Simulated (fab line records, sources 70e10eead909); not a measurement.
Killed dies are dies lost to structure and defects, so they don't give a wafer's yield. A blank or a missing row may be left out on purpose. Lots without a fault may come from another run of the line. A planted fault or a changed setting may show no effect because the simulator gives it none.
fab line records | flow nand_harc
record lots=14 wafers=42 last_day=24
route steps=1159 shown P_GATE@142
lots that met no fault: from a run of the same line without faults
start_h: hours from the record's first day to the start of the lot's first wafer shown | wait_h: hours since the lot's step before | " the same as in the row above | L1.1+2: a row that stands for several wafers | - no value, or no start given | * or withheld: withheld | < > ~ a bound
route shown NAME@n: a module of which the file shows steps, and the number in the route of the first | usual: mean/standard deviation of fault-free wafers | same: alike in all rows | chamber/n: place in a boat | sites: the reading at each site | _std_site: their standard deviation | _edge_site: outer sites' mean less inner sites' | radius_mm: how far each site lies from the wafer's centre | mask NAME#n: copy n | behind: the tool/chamber that last shaped the wafer | hold: why the lot was held/for how many hours/how that ended | device: the transistor (n, p or np) that didn't switch | end of line: the same wafers' tests at the end of the route | a step without rows: its recipe alone | killed: dies lost to structure and defects at the first sort, not the wafer's yield | map: a wafer's dies, x killed, . not, _ none there
set.NAME: the setting as run; set.NAME@STEP: as run at that earlier step | model.NAME: the simulator's own value behind a step, which no gauge read
steps of the route over a sample of lots; a table a step, a row a wafer
services: from which hour (start_h, from the record's first day; less than 0 if before it) a tool's chamber was out of use, for how many hours, and why
## steps
# step NHARC_P_GATE_OVL_MEAS_27
# usual overlay_x_nm=0.1/0.88 overlay_y_nm=-0.1/0.89
# columns lot.wafer tool chamber start_h wait_h overlay_x_nm overlay_y_nm
L899.4 overlay-01 - 88.06 - -1.2 -0.1
L899.5 " - " " -1.2 -0.1
L899.6 " - " " -0.6 -0.3
L901.1 overlay-01 - 108.92 - 0.4 0.9
L901.3 " - " " 0.1 1.1
L901.4 " - " " 0.4 1.1
L902.1 overlay-02 - 109.35 - 0.4 -0.6
L902.2 " - " " -0.5 -0.8
L902.6 " - " " -0.2 -0.9
L904.2 overlay-02 - 112.76 - 0.3 -0.1
L904.5 " - " " 0.4 0.1
L904.6 " - " " 0.2 -0.3
L903.1 overlay-01 - 112.88 - 1.7 0.8
L903.2 " - " " 1.9 0.6
L903.5 " - " " 1.8 0.5
L908.1 overlay-02 - 144.57 - 0.3 0.7
L908.2 " - " " 0.0 1.1
L908.5 " - " " 0.3 0.5
L907.1 overlay-02 - 145.21 - 0.2 0.5
L907.4 " - " " 0.3 -0.3
L907.5 " - " " 0.4 0.0
L909.1 overlay-01 - 155.63 - -0.2 0.5
L909.2 " - " " -0.2 0.0
L909.3 " - " " 0.5 -0.3
L912.1 overlay-02 - 169.57 - -0.5 0.0
L912.5 " - " " -0.4 -0.1
L912.6 " - " " -0.3 -0.9
L916.3 overlay-01 - 195.64 - 0.4 0.8
L916.4 " - " " 0.5 0.7
L916.6 " - " " -0.1 0.1
L917.2 overlay-02 - 195.86 - 1.3 -1.4
L917.3 " - " " 1.5 -1.2
L917.4 " - " " 1.4 -1.1
L918.1 overlay-02 - 203.63 - 1.5 -0.3
L918.3 " - " " 1.0 0.0
L918.6 " - " " 1.1 -0.3
L920.1 overlay-02 - 212.00 - 1.4 -1.0
L920.3 " - " " 1.3 -1.6
L920.4 " - " " 1.5 -1.4
L922.2 overlay-02 - 221.36 - -0.4 -0.1
L922.4 " - " " -0.7 -0.2
L922.5 " - " " -1.2 -0.5
# step NHARC_P_GATE_STRIP_111
# recipe power_w=1500 temp_c=110 time_s=250 chemistry=N2/H2
# usual drypump_motor_current_A=5.5/0.35 heater_power_w=88/8.8
# columns lot.wafer tool chamber start_h wait_h drypump_motor_current_A heater_power_w rf_hours_counter_h
L899.4 plasma_asher-02 0 101.13 0.3 5.8 92 -
L899.5 " 1 " " 5.8 94 -
L899.6 " 0 " " 5.8 94 -
L901.1 plasma_asher-02 1 122.04 0.2 5.7 96 38
L901.4 " 0 " " 5.8 94 -
L901.3 " 1 " " 5.8 96 -
L902.1 plasma_asher-01 1 122.28 0.3 5.2 73 3
L902.2 " 0 " " 5.0 89 3
L902.6 " 0 " " 5.0 91 -
L904.2 plasma_asher-01 1 125.21 0.2 5.2 73 5
L904.5 " 1 " " 5.2 70 -
L904.6 " 0 " " 5.0 89 -
L903.1 plasma_asher-02 0 128.24 0.2 5.8 93 40
L903.2 " 1 " " 5.8 98 40
L903.5 " 0 " " 5.8 94 -
L908.2 plasma_asher-02 1 158.18 0.2 5.8 95 48
L908.1 " 0 " " 5.8 93 48
L908.5 " 1 " " 5.8 94 -
L907.1 plasma_asher-02 0 164.41 0.2 5.8 93 52
L907.4 " 1 " " 5.8 96 -
L907.5 " 0 " " 5.8 95 -
L909.2 plasma_asher-02 1 168.28 0.3 5.8 94 53
L909.1 " 0 " " 5.8 96 53
L909.3 " 0 " " 5.8 94 -
L912.1 plasma_asher-01 0 183.00 0.2 4.9 93 25
L912.6 " 1 " " 5.2 71 -
L912.5 " 0 " " 5.0 91 -
L917.2 plasma_asher-02 1 208.45 0.2 5.8 90 4
L917.4 " 0 " " 5.8 93 -
L917.3 " 1 " " 5.8 93 -
L916.4 plasma_asher-01 0 210.58 0.2 5.0 92 -
L916.3 " 1 " " 5.2 73 -
L916.6 " 1 " " 5.2 70 -
L918.1 plasma_asher-02 0 215.99 0.2 5.8 91 7
L918.3 " 0 " " 5.8 92 -
L918.6 " 0 " " 5.8 91 -
L920.1 plasma_asher-02 1 224.71 0.2 5.8 91 9
L920.4 " 1 " " 5.8 95 -
L920.3 " 0 " " 5.8 91 -
L922.2 plasma_asher-02 0 234.08 0.2 5.8 89 13
L922.4 " 1 " " 5.8 90 -
L922.5 " 1 " " 5.8 91 -
# step NHARC_P_GATE_EXPOSE_56
# recipe na=0.6 target_cd_nm=720 dose_mj=14.81 mask_id=P_PSD
# usual exposure_dose_mJ_cm2=14.811/0.012
# columns lot.wafer tool chamber start_h wait_h mask exposure_dose_mJ_cm2
L899.4 krf_scanner-04 0 102.06 - P_PSD#0 14.800
L899.5 " 0 " " P_PSD#0 14.793
L899.6 " 0 " " P_PSD#0 14.808
L901.1 krf_scanner-04 0 123.06 - P_PSD#0 14.798
L901.3 " 0 " " P_PSD#0 14.806
L901.4 " 0 " " P_PSD#0 14.805
L902.1 krf_scanner-03 0 123.35 - P_PSD#0 14.808
L902.2 " 0 " " P_PSD#0 14.820
L902.6 " 0 " " P_PSD#0 14.820
L904.2 krf_scanner-03 0 126.17 - P_PSD#0 14.826
L904.5 " 0 " " P_PSD#0 14.837
L904.6 " 0 " " P_PSD#0 14.814
L903.1 krf_scanner-03 0 129.18 - P_PSD#0 14.806
L903.2 " 0 " " P_PSD#0 14.791
L903.5 " 0 " " P_PSD#0 14.793
L908.1 krf_scanner-01 0 159.25 - P_PSD#0 14.783
L908.2 " 0 " " P_PSD#0 14.826
L908.5 " 0 " " P_PSD#0 14.810
L907.1 krf_scanner-04 0 165.35 - P_PSD#0 14.815
L907.4 " 0 " " P_PSD#0 14.807
L907.5 " 0 " " P_PSD#0 14.806
L909.1 krf_scanner-01 0 169.35 - P_PSD#0 14.811
L909.2 " 0 " " P_PSD#0 14.805
L909.3 " 0 " " P_PSD#0 14.821
L912.1 krf_scanner-01 0 183.90 - P_PSD#0 14.820
L912.5 " 0 " " P_PSD#0 14.817
L912.6 " 0 " " P_PSD#0 14.836
L917.2 krf_scanner-04 0 209.47 - P_PSD#0 14.817
L917.3 " 0 " " P_PSD#0 14.795
L917.4 " 0 " " P_PSD#0 14.791
L916.3 krf_scanner-03 0 211.56 - P_PSD#0 14.806
L916.4 " 0 " " P_PSD#0 14.807
L916.6 " 0 " " P_PSD#0 14.807
L918.1 krf_scanner-03 0 216.93 - P_PSD#0 8.126
L918.3 " 0 " " P_PSD#0 8.124
L918.6 " 0 " " P_PSD#0 8.115
L920.1 krf_scanner-03 0 225.67 - P_PSD#0 8.134
L920.3 " 0 " " P_PSD#0 8.131
L920.4 " 0 " " P_PSD#0 8.151
L922.2 krf_scanner-01 0 235.17 - P_PSD#0 14.825
L922.4 " 0 " " P_PSD#0 14.822
L922.5 " 0 " " P_PSD#0 14.821
# step NHARC_P_GATE_CD_MEAS_59
# recipe target_cd_nm=720 landing_energy_ev=500
# usual cd_nm=720.6/1.1
# columns lot.wafer tool chamber start_h wait_h cd_nm
L899.4 cd_sem-02 0 102.22 - 718.5
L899.5 " 0 " " 719.6
L899.6 " 0 " " 717.4
L901.1 cd_sem-03 0 123.22 - 722.1
L901.3 " 0 " " 722.0
L901.4 " 0 " " 721.6
L902.1 cd_sem-01 0 123.50 - 720.7
L902.2 " 0 " " 722.2
L902.6 " 0 " " 720.8
L904.2 cd_sem-03 0 126.32 - 720.4
L904.5 " 0 " " 721.7
L904.6 " 0 " " 721.2
L903.1 cd_sem-01 0 129.34 - 720.9
L903.2 " 0 " " 719.9
L903.5 " 0 " " 719.9
L908.1 cd_sem-02 0 159.41 - 720.6
L908.2 " 0 " " 719.2
L908.5 " 0 " " 719.8
L907.1 cd_sem-03 0 165.51 - 721.2
L907.4 " 0 " " 719.5
L907.5 " 0 " " 720.7
L909.1 cd_sem-01 0 169.51 - 721.1
L909.2 " 0 " " 719.5
L909.3 " 0 " " 721.2
L912.1 cd_sem-01 0 184.06 - 720.4
L912.5 " 0 " " 718.6
L912.6 " 0 " " 719.9
L917.2 cd_sem-01 0 209.63 - 721.8
L917.3 " 0 " " 721.4
L917.4 " 0 " " 721.4
L916.3 cd_sem-01 0 211.71 - 722.3
L916.4 " 0 " " 721.8
L916.6 " 0 " " 722.0
L918.1 cd_sem-02 0 217.09 - 618.4
L918.3 " 0 " " 618.3
L918.6 " 0 " " 615.4
L920.1 cd_sem-03 0 225.83 - 618.5
L920.3 " 0 " " 618.3
L920.4 " 0 " " 616.0
L922.2 cd_sem-02 0 235.33 - 720.4
L922.4 " 0 " " 720.9
L922.5 " 0 " " 722.6
# step NHARC_P_GATE_STRIP_112
# recipe power_w=1500 temp_c=110 time_s=200 chemistry=N2/H2
# usual drypump_motor_current_A=5.5/0.35 heater_power_w=87/9.1
# columns lot.wafer tool chamber start_h wait_h drypump_motor_current_A heater_power_w rf_hours_counter_h
L899.4 plasma_asher-02 0 103.13 0.5 5.8 93 -
L899.6 " 1 " " 5.8 95 -
L899.5 " 0 " " 5.8 93 -
L901.1 plasma_asher-01 0 123.79 0.2 5.0 90 4
L901.3 " 1 " " 5.2 70 -
L901.4 " 0 " " 5.0 90 -
L902.1 plasma_asher-01 1 124.07 0.2 5.2 70 4
L902.2 " 0 " " 5.0 89 4
L902.6 " 1 " " 5.2 71 -
L904.2 plasma_asher-01 1 126.85 0.2 5.2 69 6
L904.6 " 1 " " 5.2 72 -
L904.5 " 0 " " 5.0 92 -
L903.1 plasma_asher-01 1 129.88 0.2 5.2 70 7
L903.2 " 0 " " 5.0 92 7
L903.5 " 1 " " 5.2 71 -
L908.2 plasma_asher-02 0 159.95 0.2 5.8 94 49
L908.1 " 1 " " 5.8 96 49
L908.5 " 0 " " 5.8 94 -
L907.1 plasma_asher-02 0 166.08 0.2 5.8 97 52
L907.4 " 1 " " 5.8 95 -
L907.5 " 1 " " 5.8 94 -
L909.1 plasma_asher-02 1 170.04 0.2 5.8 96 54
L909.2 " 0 " " 5.8 94 54
L909.3 " 1 " " 5.8 95 -
L912.1 plasma_asher-01 1 184.77 0.4 5.2 70 26
L912.6 " 1 " " 5.2 69 -
L912.5 " 0 " " 5.0 90 -
L917.2 plasma_asher-02 0 210.21 0.2 5.8 91 5
L917.3 " 1 " " 5.8 90 -
L917.4 " 0 " " 5.8 91 -
L916.4 plasma_asher-02 0 212.32 0.2 5.8 89 -
L916.3 " 1 " " 5.8 93 -
L916.6 " 1 " " 5.8 91 -
L918.1 plasma_asher-02 0 217.67 0.2 5.8 92 8
L918.3 " 1 " " 5.8 92 -
L918.6 " 0 " " 5.8 88 -
L920.1 plasma_asher-02 0 226.36 0.2 5.8 90 10
L920.3 " 0 " " 5.8 90 -
L920.4 " 1 " " 5.8 93 -
L922.2 plasma_asher-02 1 235.86 0.2 5.8 91 14
L922.4 " 0 " " 5.8 89 -
L922.5 " 1 " " 5.8 94 -
## services
# columns tool chamber start_h hours kind
krf_scanner-03 - 78.45 12.5 repair
krf_scanner-01 - 84.00 4.0 pm
plasma_asher-02 - 86.44 1.4 repair
plasma_asher-01 - 99.47 9.0 pm
plasma_asher-01 0 99.47 9.0 vent_cycle
plasma_asher-01 1 99.47 9.0 vent_cycle
plasma_asher-01 0 108.47 - clean
plasma_asher-01 - 109.28 1.0 repair
krf_scanner-03 - 111.33 1.3 repair
krf_scanner-01 - 114.16 1.4 repair
krf_scanner-04 - 126.00 4.0 pm
krf_scanner-01 - 132.95 0.2 repair
krf_scanner-01 - 135.56 1.4 repair
krf_scanner-03 - 168.00 4.0 pm
plasma_asher-02 - 183.00 9.0 pm
plasma_asher-02 0 183.00 9.0 vent_cycle
plasma_asher-02 1 183.00 9.0 vent_cycle
plasma_asher-02 0 192.00 - clean
plasma_asher-02 1 192.00 - clean
krf_scanner-03 - 196.63 1.4 repair
krf_scanner-01 - 197.30 0.6 repair
krf_scanner-04 - 211.44 10.3 repair
krf_scanner-01 - 211.99 10.6 repair
krf_scanner-03 - 226.32 1.1 repair
## key
first_sign step=NHARC_P_GATE_EXPOSE_56 reading=exposure_dose_mJ_cm2 direction=down sigmas=99+ usual=14.811 struck=8.130
effect step=NHARC_P_GATE_CD_MEAS_59 reading=cd_nm direction=down sigmas=91 usual=720.6 struck=617.5
met_at NHARC_P_GATE_EXPOSE_56
struck_lots L918,L920
sort_left_out L918.1,L918.3,L918.6,L920.1,L920.3,L920.4
tester_left_out L918,L920
not_acting_at NHARC_P_GATE_OVL_MEAS_27,NHARC_P_GATE_STRIP_111,NHARC_P_GATE_STRIP_112
onset_between 211.56 216.93
fault kind=process_parameter_drift tool=krf_scanner-03 chamber=- onset_h=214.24 steps=NHARC_P_GATE_EXPOSE_56 channel=dose_mj offset=-6.6823 shape=step acts_in=these_recipes_only stated=14.81
# tester_left_out: of these lots the tester's yield and bins aren't shown, on N5 and GAA mostly nor the transistor test; their killed dies are dies lost to structure and defects alone, not to doping, threshold or leakage, so they don't give the yield
# sort_left_out: the simulated sort isn't trusted on such a fault, so these wafers' sort isn't shown, and their yield isn't known
